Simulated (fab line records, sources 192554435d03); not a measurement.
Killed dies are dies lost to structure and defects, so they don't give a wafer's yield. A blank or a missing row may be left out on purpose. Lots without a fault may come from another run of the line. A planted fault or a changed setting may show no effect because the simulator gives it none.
Which tool did it? | flow n5_finfet | 10 lots, 30 wafers sampled, at 5 steps of a route of 1938

WHAT THE GAUGES READ, wafer by wafer
N5_BEOL_M4_RC_MEAS_101.
lot  | measured     | on        | DIBL_N (mV/V)  | DIBL_P (mV/V) | IOFF_N (nA/um) | IOFF_P (nA/um) | ION_N (uA/um) | ION_P (uA/um) | SS_N (mV/dec)  | SS_P (mV/dec)  | VT_N (mV)   | VT_P (mV)
L360 | day 9 16:25  | prober-02 | 37.8 31.4 38.4 | 36 29 35      | 0.17 0.09 0.17 | 0.22 0.13 0.19 | 690 667 676   | 469 461 463   | 71.1 70.0 71.7 | 73.6 71.8 72.9 | 249 255 253 | -248 -257 -249
L361 | day 9 10:52  | prober-02 | 34.5 41.0 35.1 | 35 42 36      | 0.13 0.25 0.14 | 0.17 0.30 0.18 | 677 694 675   | 463 463 465   | 71.4 72.8 71.4 | 72.9 75.3 73.1 | 250 243 250 | -253 -249 -255
L362 | day 10 15:59 | prober-01 | 41.4 34.6 33.7 | 40 34 32      | 0.26 0.13 0.11 | 0.23 0.16 0.14 | 679 680 660   | 461 467 451   | 74.1 71.1 70.6 | 74.1 72.8 72.3 | 248 254 255 | -252 -253 -256
L363 | day 10 11:51 | prober-01 | 30.8 40.7 33.8 | 30 41 34      | 0.09 0.24 0.12 | 0.15 0.31 0.19 | 661 677 672   | 461 462 464   | 69.9 73.5 71.3 | 72.3 75.1 72.9 | 257 246 254 | -253 -247 -251
L364 | day 11 07:46 | prober-02 | 36.1 34.7 37.5 | 38 37 40      | 0.14 0.13 0.17 | 0.17 0.16 0.21 | 685 680 683   | 462 460 468   | 72.3 70.9 72.2 | 73.4 73.3 73.8 | 253 252 250 | -256 -254 -252
L369 | day 12 06:24 | prober-02 | 39.0 34.0 33.2 | 35 30 29      | 0.18 0.10 0.10 | 0.17 0.12 0.11 | 661 657 666   | 443 450 447   | 73.2 70.7 70.3 | 73.4 72.7 71.5 | 254 258 260 | -253 -259 -262
L375 | day 13 19:27 | prober-01 | 35.8 36.5 39.0 | 34 36 38      | 0.13 0.13 0.18 | 0.16 0.18 0.20 | 680 673 680   | 465 463 457   | 71.4 71.2 72.0 | 72.1 73.1 73.3 | 253 254 252 | -253 -251 -252
L376 | day 13 20:38 | prober-02 | 33.8 32.8 33.2 | 32 30 29      | 0.11 0.10 0.10 | 0.16 0.13 0.12 | 661 663 655   | 460 457 446   | 70.5 70.5 71.1 | 72.4 72.3 71.8 | 252 254 255 | -251 -259 -258
L380 | day 15 02:44 | prober-01 | 40.5 39.1 35.2 | 40 40 34      | 0.22 0.21 0.11 | 0.27 0.30 0.19 | 656 690 630   | 451 481 447   | 73.0 72.1 70.9 | 73.8 74.3 72.7 | 252 248 256 | -249 -245 -251
L381 | day 14 08:28 | prober-02 | 33.5 37.8 37.6 | 32 38 38      | 0.12 0.20 0.18 | 0.16 0.27 0.26 | 678 695 696   | 463 481 482   | 70.9 72.0 71.1 | 72.3 74.1 73.7 | 252 245 247 | -254 -243 -245

WHICH TOOL RAN EACH LOT (tool, then ch and the chambers of the sampled wafers, then the start)
lot  | N5_ZERO_LAYER_ETCH_17             | N5_ZERO_LAYER_ETCH_18           | N5_WELL_APT_IMPLANT_14         | N5_PMOS_HMC_CHANNEL_EPI_ETCH_32
L360 | rie_diel-01 ch 1,2, day 2 00:44   | rie_si-04 ch 0,2, day 2 00:49   | implanter-02 ch 0, day 2 02:08 | rie_diel-01 ch 0,1,2, day 2 05:41
L361 | rie_diel-06 ch 0,1,2, day 2 06:52 | rie_si-06 ch 0,2,3, day 2 06:56 | implanter-02 ch 0, day 2 08:01 | rie_diel-01 ch 0,1,2, day 2 12:17
L362 | rie_diel-06 ch 0,1,2, day 2 13:12 | rie_si-06 ch 2,3, day 2 13:16   | implanter-02 ch 0, day 2 14:25 | rie_diel-06 ch 1,2,3, day 2 17:39
L363 | rie_diel-04 ch 1,3, day 2 18:50   | rie_si-04 ch 1,2,3, day 2 18:55 | implanter-01 ch 0, day 2 20:04 | rie_diel-01 ch 0,1,2, day 3 00:25
L364 | rie_diel-06 ch 0,3, day 3 00:52   | rie_si-04 ch 0,1,2, day 3 00:56 | implanter-01 ch 0, day 3 02:17 | rie_diel-06 ch 2,3, day 3 06:07
L369 | rie_diel-06 ch 0,2,3, day 4 06:50 | rie_si-02 ch 0,1,2, day 4 06:55 | implanter-01 ch 0, day 4 07:54 | rie_diel-01 ch 0,1,3, day 4 11:21
L375 | rie_diel-04 ch 1,2,3, day 5 18:43 | rie_si-04 ch 1,2, day 5 18:47   | implanter-02 ch 0, day 5 20:20 | rie_diel-04 ch 1,2,3, day 5 23:35
L376 | rie_diel-01 ch 0,1,2, day 6 01:06 | rie_si-06 ch 0,1,3, day 6 01:11 | implanter-01 ch 0, day 6 02:42 | rie_diel-04 ch 1,2, day 6 05:58
L380 | rie_diel-01 ch 1,2, day 7 00:50   | rie_si-04 ch 0,3, day 7 00:55   | implanter-01 ch 0, day 7 02:01 | rie_diel-04 ch 0,1,2, day 7 06:11
L381 | rie_diel-04 ch 0,2, day 7 06:54   | rie_si-02 ch 0,3, day 7 06:58   | implanter-01 ch 0, day 7 08:20 | rie_diel-04 ch 0,1, day 7 12:00
- N5_ZERO_LAYER_ETCH_17: etches SiO2 in CF4, target depth 12 nm, time 13.3 s.
- N5_ZERO_LAYER_ETCH_18: etches Si in HBr/Cl2, target depth 120 nm, time 40 s.
- N5_WELL_APT_IMPLANT_14
- N5_PMOS_HMC_CHANNEL_EPI_ETCH_32: etches BARC in N2/H2, stops on SiO2, target depth 85.8 nm, time 50.3 s.

WHAT THE TOOLS THEMSELVES READ (means of the sampled wafers that have a number; where no wafer has one, the mark that the record gives instead)
N5_ZERO_LAYER_ETCH_17.
lot  | tool        | drypump_motor_current_A (A) | oes_product_au (a.u.) | rf_vpp_V (V) | showerhead_plenum_p_Torr (Torr) | throttle_valve_pct (%)
L360 | rie_diel-01 | 5.3                         | 0.91                  | 953          | 2.21                            | 15.57
L361 | rie_diel-06 | 5.5                         | 0.81                  | 947          | 2.13                            | 15.60
L362 | rie_diel-06 | 5.6                         | 0.81                  | 948          | 2.13                            | 15.63
L363 | rie_diel-04 | 5.3                         | 0.71                  | 949          | 2.15                            | 15.88
L364 | rie_diel-06 | 5.1                         | 0.77                  | 947          | 2.10                            | 15.77
L369 | rie_diel-06 | 5.3                         | 0.80                  | 948          | 2.13                            | 15.65
L375 | rie_diel-04 | 5.5                         | 0.73                  | 947          | 2.12                            | 15.80
L376 | rie_diel-01 | 5.7                         | 0.79                  | 950          | 2.18                            | 15.64
L380 | rie_diel-01 | 5.3                         | 0.85                  | 952          | 2.20                            | 15.64
L381 | rie_diel-04 | 5.4                         | 0.73                  | 950          | 2.16                            | 15.96

N5_ZERO_LAYER_ETCH_18.
lot  | tool      | drypump_motor_current_A (A) | oes_product_au (a.u.) | throttle_valve_pct (%)
L360 | rie_si-04 | 4.9                         | 1.001                 | 36.9
L361 | rie_si-06 | 5.9                         | 1.024                 | 36.4
L362 | rie_si-06 | 5.8                         | 1.020                 | 36.4
L363 | rie_si-04 | 5.5                         | 0.995                 | 36.4
L364 | rie_si-04 | 5.1                         | 1.010                 | 36.6
L369 | rie_si-02 | 5.6                         | 1.011                 | 36.3
L375 | rie_si-04 | 5.4                         | 1.000                 | 36.2
L376 | rie_si-06 | 6.0                         | 1.021                 | 36.6
L380 | rie_si-04 | 5.7                         | 0.999                 | 36.7
L381 | rie_si-02 | 5.7                         | 0.998                 | 36.1

N5_PMOS_HMC_CHANNEL_EPI_ETCH_32.
lot  | tool        | drypump_motor_current_A (A) | oes_product_au (a.u.) | rf_vpp_V (V) | showerhead_plenum_p_Torr (Torr) | throttle_valve_pct (%)
L360 | rie_diel-01 | 5.8                         | 0.69                  | 524.7        | 2.58                            | 17.80
L361 | rie_diel-01 | 5.8                         | 0.70                  | 525.3        | 2.58                            | 17.81
L362 | rie_diel-06 | 5.3                         | 0.69                  | 523.8        | 2.55                            | 17.62
L363 | rie_diel-01 | 5.8                         | 0.69                  | 525.1        | 2.58                            | 17.81
L364 | rie_diel-06 | 5.0                         | 0.69                  | 524.5        | 2.56                            | 17.70
L369 | rie_diel-01 | 5.8                         | 0.67                  | 525.7        | 2.57                            | 17.84
L375 | rie_diel-04 | 5.5                         | 0.62                  | 522.4        | 2.52                            | 18.05
L376 | rie_diel-04 | 5.6                         | 0.62                  | 523.9        | 2.55                            | 18.04
L380 | rie_diel-04 | 5.5                         | 0.62                  | 523.9        | 2.56                            | 18.17
L381 | rie_diel-04 | 5.4                         | 0.60                  | 525.9        | 2.63                            | 18.39

THE ANSWER, worked out from the rows above alone
Rule: what is usual is taken from the lots themselves. Put in order of their means at a reading, lots are off if they are a third of the lots or fewer, leave a main group of 4 or more, and stand apart from it by a gap of 3 or more times the standard deviation of the main group's means; of several such gaps the widest counts. A main group whose means are all the same, to the digits that the tables above print for the reading, isn't used. A lot without any number at a reading at which 4 lots or more have one is off too. The other lots that the step has rows for count as sound. The gauges are gone through in route order, then the tools' own readings, and for those a lot's mean is taken as printed above. The first step at which some lot is off is used, and at that step the reading that is off furthest; a lot without a number counts as furthest.
No lot is off at any reading shown: from this, nothing can be told.

WHAT THE SIMULATOR HAD PUT IN
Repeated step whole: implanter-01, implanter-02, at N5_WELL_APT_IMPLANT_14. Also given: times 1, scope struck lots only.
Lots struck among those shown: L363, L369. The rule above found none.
